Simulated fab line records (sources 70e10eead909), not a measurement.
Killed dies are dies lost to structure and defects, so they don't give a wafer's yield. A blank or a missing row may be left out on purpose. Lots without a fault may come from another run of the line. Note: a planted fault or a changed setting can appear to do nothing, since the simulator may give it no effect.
The tool behind it: which one? || flow nand-harc || 33 wafers from 11 lots sampled at 6 of the route's 1302 steps

## WHAT THE GAUGES SHOWED, per wafer
NHARC_A_CHANNEL_HOLE_D2_INSPECT_40. Usual: raw-defect-count 276, standard deviation 79.
{"lot": "L446", "measured": "day 14 23:49", "on": "defect-inspect-01", "raw-defect-count": "613 391 442", "flag": ""}
{"lot": "L450", "measured": "day 16 04:16", "on": "defect-inspect-01", "raw-defect-count": "136 144 131", "flag": ""}
{"lot": "L451", "measured": "day 16 15:52", "on": "defect-inspect-02", "raw-defect-count": "322 230 457", "flag": ""}
{"lot": "L453", "measured": "day 17 10:31", "on": "defect-inspect-01", "raw-defect-count": "1483 1528 1387 1506 1518 1408", "flag": "OFF"}
{"lot": "L457", "measured": "day 18 08:33", "on": "defect-inspect-02", "raw-defect-count": "1567 1541 1445 1545 1537 1468", "flag": "OFF"}
{"lot": "L455", "measured": "day 18 10:29", "on": "defect-inspect-01", "raw-defect-count": "418 291 311", "flag": ""}
{"lot": "L463", "measured": "day 21 18:02", "on": "defect-inspect-02", "raw-defect-count": "238 288 305", "flag": ""}
{"lot": "L464", "measured": "day 22 02:56", "on": "defect-inspect-01", "raw-defect-count": "193 192 227", "flag": ""}
{"lot": "L465", "measured": "day 22 05:14", "on": "defect-inspect-02", "raw-defect-count": "160 235 257", "flag": ""}
{"lot": "L466", "measured": "day 22 12:14", "on": "defect-inspect-02", "raw-defect-count": "274 332 208", "flag": ""}
{"lot": "L467", "measured": "day 22 20:43", "on": "defect-inspect-01", "raw-defect-count": "288 268 320", "flag": ""}

NHARC_END_SORT_01. Usual: killed-at-array 59, standard deviation 20; killed-at-other 0.8, standard deviation 1; killed-at-periphery 3.2, standard deviation 2.1; killed-dies 63, standard deviation 21; killed-open 3.0, standard deviation 1.9; killed-short 2.3, standard deviation 1.5.
{"lot": "L453", "measured": "day 29 10:31", "on": "prober-02", "killed-at-array": "133 146 132", "killed-at-other": "3 0 1", "killed-at-periphery": "4 1 3", "killed-dies": "140 147 136", "killed-open": "4 2 5", "killed-short": "2 2 6", "flag": "OFF"}
{"lot": "L457", "measured": "day 30 02:59", "on": "prober-01", "killed-at-array": "145 151", "killed-at-other": "0 0", "killed-at-periphery": "3 0", "killed-dies": "148 151", "killed-open": "4 0", "killed-short": "1 2", "flag": "OFF"}

## WHICH TOOL RAN EACH LOT (tool, then ch and the chambers of the sampled wafers, then the start)
{"lot": "L446", "NHARC_A_CHANNEL_HOLE_D2_DESCUM_15": "rie-diel-01 ch 1,2,3, day 14 16:54", "NHARC_A_CHANNEL_HOLE_D2_ETCH_26": "har-etch-01 ch 0, day 14 21:52", "NHARC_A_CHANNEL_HOLE_D2_ETCH_44": "rie-diel-01 ch 1,3, day 14 22:49", "NHARC_A_CHANNEL_FILL_D2_ALD_16": "ald-hk-02 ch 0,1,3, day 15 12:34"}
{"lot": "L450", "NHARC_A_CHANNEL_HOLE_D2_DESCUM_15": "rie-diel-01 ch 1,2,3, day 15 20:48", "NHARC_A_CHANNEL_HOLE_D2_ETCH_26": "har-etch-01 ch 0,1, day 16 02:23", "NHARC_A_CHANNEL_HOLE_D2_ETCH_44": "rie-diel-01 ch 1,2,3, day 16 03:19", "NHARC_A_CHANNEL_FILL_D2_ALD_16": "ald-hk-01 ch 0,1,2, day 16 17:22"}
{"lot": "L451", "NHARC_A_CHANNEL_HOLE_D2_DESCUM_15": "rie-diel-01 ch 1,3, day 16 08:31", "NHARC_A_CHANNEL_HOLE_D2_ETCH_26": "har-etch-01 ch 0,1, day 16 13:28", "NHARC_A_CHANNEL_HOLE_D2_ETCH_44": "rie-diel-01 ch 0,1,3, day 16 14:54", "NHARC_A_CHANNEL_FILL_D2_ALD_16": "ald-hk-04 ch 0,1, day 17 04:10"}
{"lot": "L453", "NHARC_A_CHANNEL_HOLE_D2_DESCUM_15": "rie-diel-06 ch 0,1,3, day 16 23:20", "NHARC_A_CHANNEL_HOLE_D2_ETCH_26": "har-etch-01 ch 0,1, day 17 08:35", "NHARC_A_CHANNEL_HOLE_D2_ETCH_44": "rie-diel-02 ch 0,1,2, day 17 09:31", "NHARC_A_CHANNEL_FILL_D2_ALD_16": "ald-hk-02 ch 0,2, day 18 01:45"}
{"lot": "L457", "NHARC_A_CHANNEL_HOLE_D2_DESCUM_15": "rie-diel-01 ch 1,2, day 18 01:40", "NHARC_A_CHANNEL_HOLE_D2_ETCH_26": "har-etch-01 ch 0,1, day 18 06:40", "NHARC_A_CHANNEL_HOLE_D2_ETCH_44": "rie-diel-01 ch 0,1, day 18 07:34", "NHARC_A_CHANNEL_FILL_D2_ALD_16": "ald-hk-02 ch 1,2, day 19 01:25"}
{"lot": "L455", "NHARC_A_CHANNEL_HOLE_D2_DESCUM_15": "rie-diel-02 ch 0,2, day 18 02:35", "NHARC_A_CHANNEL_HOLE_D2_ETCH_26": "har-etch-02 ch 0,1, day 18 08:32", "NHARC_A_CHANNEL_HOLE_D2_ETCH_44": "rie-diel-02 ch 0,1,2, day 18 09:29", "NHARC_A_CHANNEL_FILL_D2_ALD_16": "ald-hk-04 ch 1,2,3, day 18 21:02"}
{"lot": "L463", "NHARC_A_CHANNEL_HOLE_D2_DESCUM_15": "rie-diel-01 ch 0,2,3, day 21 11:05", "NHARC_A_CHANNEL_HOLE_D2_ETCH_26": "har-etch-01 ch 0,1, day 21 16:02", "NHARC_A_CHANNEL_HOLE_D2_ETCH_44": "rie-diel-01 ch 2,3, day 21 16:56", "NHARC_A_CHANNEL_FILL_D2_ALD_16": "ald-hk-04 ch 2,3, day 22 06:34"}
{"lot": "L464", "NHARC_A_CHANNEL_HOLE_D2_DESCUM_15": "rie-diel-01 ch 0,3, day 21 19:50", "NHARC_A_CHANNEL_HOLE_D2_ETCH_26": "har-etch-01 ch 0,1, day 22 01:01", "NHARC_A_CHANNEL_HOLE_D2_ETCH_44": "rie-diel-02 ch 1,3, day 22 01:56", "NHARC_A_CHANNEL_FILL_D2_ALD_16": "ald-hk-04 ch 0,3, day 22 16:42"}
{"lot": "L465", "NHARC_A_CHANNEL_HOLE_D2_DESCUM_15": "rie-diel-01 ch 0,2,3, day 21 21:43", "NHARC_A_CHANNEL_HOLE_D2_ETCH_26": "har-etch-02 ch 0,1, day 22 03:23", "NHARC_A_CHANNEL_HOLE_D2_ETCH_44": "rie-diel-01 ch 2,3, day 22 04:15", "NHARC_A_CHANNEL_FILL_D2_ALD_16": "ald-hk-04 ch 0,3, day 22 16:53"}
{"lot": "L466", "NHARC_A_CHANNEL_HOLE_D2_DESCUM_15": "rie-diel-02 ch 1,2, day 22 05:22", "NHARC_A_CHANNEL_HOLE_D2_ETCH_26": "har-etch-01 ch 0,1, day 22 10:17", "NHARC_A_CHANNEL_HOLE_D2_ETCH_44": "rie-diel-01 ch 2,3, day 22 11:16", "NHARC_A_CHANNEL_FILL_D2_ALD_16": "ald-hk-04 ch 0,2,3, day 23 00:39"}
{"lot": "L467", "NHARC_A_CHANNEL_HOLE_D2_DESCUM_15": "rie-diel-02 ch 1,2,3, day 22 07:04", "NHARC_A_CHANNEL_HOLE_D2_ETCH_26": "har-etch-01 ch 1, day 22 18:39", "NHARC_A_CHANNEL_HOLE_D2_ETCH_44": "rie-diel-02 ch 0,1, day 22 19:37", "NHARC_A_CHANNEL_FILL_D2_ALD_16": "ald-hk-01 ch 2,3, day 23 09:09"}
- NHARC_A_CHANNEL_HOLE_D2_DESCUM_15: chemistry O2, time 3 s.
- NHARC_A_CHANNEL_HOLE_D2_ETCH_26: etches the open film in C4F8/O2/Ar, time 224.1 s, target depth 300 nm.
- NHARC_A_CHANNEL_HOLE_D2_ETCH_44: etches the open film in CF4/O2, target depth 140 nm, overetch 14 nm, time 77 s.
- NHARC_A_CHANNEL_FILL_D2_ALD_16: deposits SiO2, target thk 1.5 nm, pulse time 10 s, ald cycles 15.

## AS READ BY THE TOOLS THEMSELVES (means over the sampled wafers that have a number; for cases with no such wafer, the mark the record gives instead)
NHARC_A_CHANNEL_HOLE_D2_DESCUM_15. Usual: drypump-motor-current-A 5.9 A, standard deviation 0.41; oes-product-au 1.000 a.u., standard deviation 0.0089; rf-vpp-V 57.8 V, standard deviation 0.95; showerhead-plenum-p-Torr 1.92 Torr, standard deviation 0.078; throttle-valve-pct 11.311 %, standard deviation 0.0089.
{"lot": "L446", "tool": "rie-diel-01", "drypump-motor-current-A (A)": 5.8, "oes-product-au (a.u.)": 0.997, "rf-vpp-V (V)": 56.8, "showerhead-plenum-p-Torr (Torr)": 1.88, "throttle-valve-pct (%)": 11.315, "flag": ""}
{"lot": "L450", "tool": "rie-diel-01", "drypump-motor-current-A (A)": 5.8, "oes-product-au (a.u.)": 1.006, "rf-vpp-V (V)": 57.2, "showerhead-plenum-p-Torr (Torr)": 1.88, "throttle-valve-pct (%)": 11.311, "flag": ""}
{"lot": "L451", "tool": "rie-diel-01", "drypump-motor-current-A (A)": 5.9, "oes-product-au (a.u.)": 1.001, "rf-vpp-V (V)": 57.2, "showerhead-plenum-p-Torr (Torr)": 1.85, "throttle-valve-pct (%)": 11.304, "flag": ""}
{"lot": "L453", "tool": "rie-diel-06", "drypump-motor-current-A (A)": 6.0, "oes-product-au (a.u.)": 0.994, "rf-vpp-V (V)": 57.8, "showerhead-plenum-p-Torr (Torr)": 1.85, "throttle-valve-pct (%)": 11.314, "flag": ""}
{"lot": "L457", "tool": "rie-diel-01", "drypump-motor-current-A (A)": 5.5, "oes-product-au (a.u.)": 0.996, "rf-vpp-V (V)": 58.2, "showerhead-plenum-p-Torr (Torr)": 1.87, "throttle-valve-pct (%)": 11.309, "flag": ""}
{"lot": "L455", "tool": "rie-diel-02", "drypump-motor-current-A (A)": 5.9, "oes-product-au (a.u.)": 1.016, "rf-vpp-V (V)": 58.6, "showerhead-plenum-p-Torr (Torr)": 1.90, "throttle-valve-pct (%)": 11.316, "flag": ""}
{"lot": "L463", "tool": "rie-diel-01", "drypump-motor-current-A (A)": 6.1, "oes-product-au (a.u.)": 0.997, "rf-vpp-V (V)": 58.3, "showerhead-plenum-p-Torr (Torr)": 1.94, "throttle-valve-pct (%)": 11.319, "flag": ""}
{"lot": "L464", "tool": "rie-diel-01", "drypump-motor-current-A (A)": 6.4, "oes-product-au (a.u.)": 1.001, "rf-vpp-V (V)": 59.0, "showerhead-plenum-p-Torr (Torr)": 1.98, "throttle-valve-pct (%)": 11.314, "flag": ""}
{"lot": "L465", "tool": "rie-diel-01", "drypump-motor-current-A (A)": 6.1, "oes-product-au (a.u.)": 1.001, "rf-vpp-V (V)": 57.7, "showerhead-plenum-p-Torr (Torr)": 1.94, "throttle-valve-pct (%)": 11.310, "flag": ""}
{"lot": "L466", "tool": "rie-diel-02", "drypump-motor-current-A (A)": 5.8, "oes-product-au (a.u.)": 0.995, "rf-vpp-V (V)": 57.2, "showerhead-plenum-p-Torr (Torr)": 1.88, "throttle-valve-pct (%)": 11.317, "flag": ""}
{"lot": "L467", "tool": "rie-diel-02", "drypump-motor-current-A (A)": 5.8, "oes-product-au (a.u.)": 1.000, "rf-vpp-V (V)": 57.8, "showerhead-plenum-p-Torr (Torr)": 1.92, "throttle-valve-pct (%)": 11.301, "flag": ""}

NHARC_A_CHANNEL_HOLE_D2_ETCH_26. Usual: drypump-motor-current-A 5.85 A, standard deviation 0.2; oes-air-line-au 0.997 a.u., standard deviation 0.02; showerhead-plenum-p-Torr 3.61 Torr, standard deviation 0.17; throttle-valve-pct 24.584 %, standard deviation 0.0099.
{"lot": "L446", "tool": "har-etch-01", "drypump-motor-current-A (A)": 6.05, "oes-air-line-au (a.u.)": 0.986, "showerhead-plenum-p-Torr (Torr)": 3.51, "throttle-valve-pct (%)": 24.573, "flag": ""}
{"lot": "L450", "tool": "har-etch-01", "drypump-motor-current-A (A)": 5.77, "oes-air-line-au (a.u.)": 0.996, "showerhead-plenum-p-Torr (Torr)": 3.55, "throttle-valve-pct (%)": 24.596, "flag": ""}
{"lot": "L451", "tool": "har-etch-01", "drypump-motor-current-A (A)": 5.92, "oes-air-line-au (a.u.)": 1.011, "showerhead-plenum-p-Torr (Torr)": 3.53, "throttle-valve-pct (%)": 24.586, "flag": ""}
{"lot": "L453", "tool": "har-etch-01", "drypump-motor-current-A (A)": 5.91, "oes-air-line-au (a.u.)": 0.991, "showerhead-plenum-p-Torr (Torr)": 3.52, "throttle-valve-pct (%)": 24.584, "flag": ""}
{"lot": "L457", "tool": "har-etch-01", "drypump-motor-current-A (A)": 5.93, "oes-air-line-au (a.u.)": 0.997, "showerhead-plenum-p-Torr (Torr)": 3.51, "throttle-valve-pct (%)": 24.594, "flag": ""}
{"lot": "L455", "tool": "har-etch-02", "drypump-motor-current-A (A)": 5.79, "oes-air-line-au (a.u.)": 0.999, "showerhead-plenum-p-Torr (Torr)": 3.97, "throttle-valve-pct (%)": 24.580, "flag": ""}
{"lot": "L463", "tool": "har-etch-01", "drypump-motor-current-A (A)": 5.92, "oes-air-line-au (a.u.)": 0.997, "showerhead-plenum-p-Torr (Torr)": 3.48, "throttle-valve-pct (%)": 24.580, "flag": ""}
{"lot": "L464", "tool": "har-etch-01", "drypump-motor-current-A (A)": 5.92, "oes-air-line-au (a.u.)": 1.005, "showerhead-plenum-p-Torr (Torr)": 3.48, "throttle-valve-pct (%)": 24.566, "flag": ""}
{"lot": "L465", "tool": "har-etch-02", "drypump-motor-current-A (A)": 5.82, "oes-air-line-au (a.u.)": 0.986, "showerhead-plenum-p-Torr (Torr)": 3.94, "throttle-valve-pct (%)": 24.589, "flag": ""}
{"lot": "L466", "tool": "har-etch-01", "drypump-motor-current-A (A)": 5.91, "oes-air-line-au (a.u.)": 0.991, "showerhead-plenum-p-Torr (Torr)": 3.48, "throttle-valve-pct (%)": 24.580, "flag": ""}
{"lot": "L467", "tool": "har-etch-01", "drypump-motor-current-A (A)": 5.65, "oes-air-line-au (a.u.)": 1.024, "showerhead-plenum-p-Torr (Torr)": 3.52, "throttle-valve-pct (%)": 24.583, "flag": ""}

NHARC_A_CHANNEL_HOLE_D2_ETCH_44. Usual: drypump-motor-current-A 5.9 A, standard deviation 0.41; oes-product-au 1.000 a.u., standard deviation 0.0094; rf-vpp-V 197.9 V, standard deviation 1.4; showerhead-plenum-p-Torr 1.34 Torr, standard deviation 0.051; throttle-valve-pct 13.397 %, standard deviation 0.0084.
{"lot": "L446", "tool": "rie-diel-01", "drypump-motor-current-A (A)": 6.2, "oes-product-au (a.u.)": 1.001, "rf-vpp-V (V)": 196.5, "showerhead-plenum-p-Torr (Torr)": 1.30, "throttle-valve-pct (%)": 13.394, "flag": ""}
{"lot": "L450", "tool": "rie-diel-01", "drypump-motor-current-A (A)": 5.8, "oes-product-au (a.u.)": 1.003, "rf-vpp-V (V)": 196.8, "showerhead-plenum-p-Torr (Torr)": 1.31, "throttle-valve-pct (%)": 13.396, "flag": ""}
{"lot": "L451", "tool": "rie-diel-01", "drypump-motor-current-A (A)": 6.1, "oes-product-au (a.u.)": 1.000, "rf-vpp-V (V)": 197.8, "showerhead-plenum-p-Torr (Torr)": 1.34, "throttle-valve-pct (%)": 13.393, "flag": ""}
{"lot": "L453", "tool": "rie-diel-02", "drypump-motor-current-A (A)": 5.8, "oes-product-au (a.u.)": 0.986, "rf-vpp-V (V)": 198.1, "showerhead-plenum-p-Torr (Torr)": 1.36, "throttle-valve-pct (%)": 13.396, "flag": ""}
{"lot": "L457", "tool": "rie-diel-01", "drypump-motor-current-A (A)": 5.8, "oes-product-au (a.u.)": 0.994, "rf-vpp-V (V)": 198.2, "showerhead-plenum-p-Torr (Torr)": 1.33, "throttle-valve-pct (%)": 13.398, "flag": ""}
{"lot": "L455", "tool": "rie-diel-02", "drypump-motor-current-A (A)": 5.7, "oes-product-au (a.u.)": 0.997, "rf-vpp-V (V)": 197.6, "showerhead-plenum-p-Torr (Torr)": 1.36, "throttle-valve-pct (%)": 13.404, "flag": ""}
{"lot": "L463", "tool": "rie-diel-01", "drypump-motor-current-A (A)": 5.8, "oes-product-au (a.u.)": 1.003, "rf-vpp-V (V)": 198.1, "showerhead-plenum-p-Torr (Torr)": 1.32, "throttle-valve-pct (%)": 13.401, "flag": ""}
{"lot": "L464", "tool": "rie-diel-02", "drypump-motor-current-A (A)": 5.7, "oes-product-au (a.u.)": 0.996, "rf-vpp-V (V)": 198.1, "showerhead-plenum-p-Torr (Torr)": 1.37, "throttle-valve-pct (%)": 13.386, "flag": ""}
{"lot": "L465", "tool": "rie-diel-01", "drypump-motor-current-A (A)": 6.1, "oes-product-au (a.u.)": 1.020, "rf-vpp-V (V)": 198.0, "showerhead-plenum-p-Torr (Torr)": 1.31, "throttle-valve-pct (%)": 13.398, "flag": ""}
{"lot": "L466", "tool": "rie-diel-01", "drypump-motor-current-A (A)": 5.8, "oes-product-au (a.u.)": 0.999, "rf-vpp-V (V)": 196.5, "showerhead-plenum-p-Torr (Torr)": 1.32, "throttle-valve-pct (%)": 13.391, "flag": ""}
{"lot": "L467", "tool": "rie-diel-02", "drypump-motor-current-A (A)": 5.7, "oes-product-au (a.u.)": 0.992, "rf-vpp-V (V)": 198.6, "showerhead-plenum-p-Torr (Torr)": 1.39, "throttle-valve-pct (%)": 13.403, "flag": ""}

NHARC_A_CHANNEL_FILL_D2_ALD_16. Usual: heater-power-w 454 W, standard deviation 54; precursor-pulse-height-rel 0.999, standard deviation 0.019.
{"lot": "L446", "tool": "ald-hk-02", "heater-power-w (W)": 453, "precursor-pulse-height-rel": 1.007, "flag": ""}
{"lot": "L450", "tool": "ald-hk-01", "heater-power-w (W)": 408, "precursor-pulse-height-rel": 1.013, "flag": ""}
{"lot": "L451", "tool": "ald-hk-04", "heater-power-w (W)": 507, "precursor-pulse-height-rel": 0.985, "flag": ""}
{"lot": "L453", "tool": "ald-hk-02", "heater-power-w (W)": 400, "precursor-pulse-height-rel": 1.005, "flag": ""}
{"lot": "L457", "tool": "ald-hk-02", "heater-power-w (W)": 493, "precursor-pulse-height-rel": 0.985, "flag": ""}
{"lot": "L455", "tool": "ald-hk-04", "heater-power-w (W)": 471, "precursor-pulse-height-rel": 0.997, "flag": ""}
{"lot": "L463", "tool": "ald-hk-04", "heater-power-w (W)": 477, "precursor-pulse-height-rel": 0.991, "flag": ""}
{"lot": "L464", "tool": "ald-hk-04", "heater-power-w (W)": 500, "precursor-pulse-height-rel": 0.990, "flag": ""}
{"lot": "L465", "tool": "ald-hk-04", "heater-power-w (W)": 464, "precursor-pulse-height-rel": 1.008, "flag": ""}
{"lot": "L466", "tool": "ald-hk-04", "heater-power-w (W)": 493, "precursor-pulse-height-rel": 1.003, "flag": ""}
{"lot": "L467", "tool": "ald-hk-01", "heater-power-w (W)": 397, "precursor-pulse-height-rel": 0.994, "flag": ""}

## THE ANSWER, worked out from the rows above alone
Rule: a lot is off if the mean of its wafers that have a number lies more than 3 standard deviations from the usual mean. Also off: a lot with no number at a reading for which 4 or more lots have one. The other lots that the step has rows for count as sound. Order of review: gauges by route order, followed by the tools' own readings, for which a lot's mean as printed above is used. The first step at which some lot is off is used, and at that step the reading that is off furthest; a lot without a number counts as furthest.
Off: L453, L457, at NHARC_A_CHANNEL_HOLE_D2_INSPECT_40 (raw-defect-count).
A tool fits if, at a process step before that reading, it ran every lot that is off, and no sound lot after the first of them. Not tried: the gauges at NHARC_A_CHANNEL_HOLE_D2_INSPECT_40; whatever is off there is also off at NHARC_END_SORT_01, on other tools, and gauge error can't account for it. Not one of the candidates tried fits.

## WHAT THE SIMULATOR HAD PUT IN
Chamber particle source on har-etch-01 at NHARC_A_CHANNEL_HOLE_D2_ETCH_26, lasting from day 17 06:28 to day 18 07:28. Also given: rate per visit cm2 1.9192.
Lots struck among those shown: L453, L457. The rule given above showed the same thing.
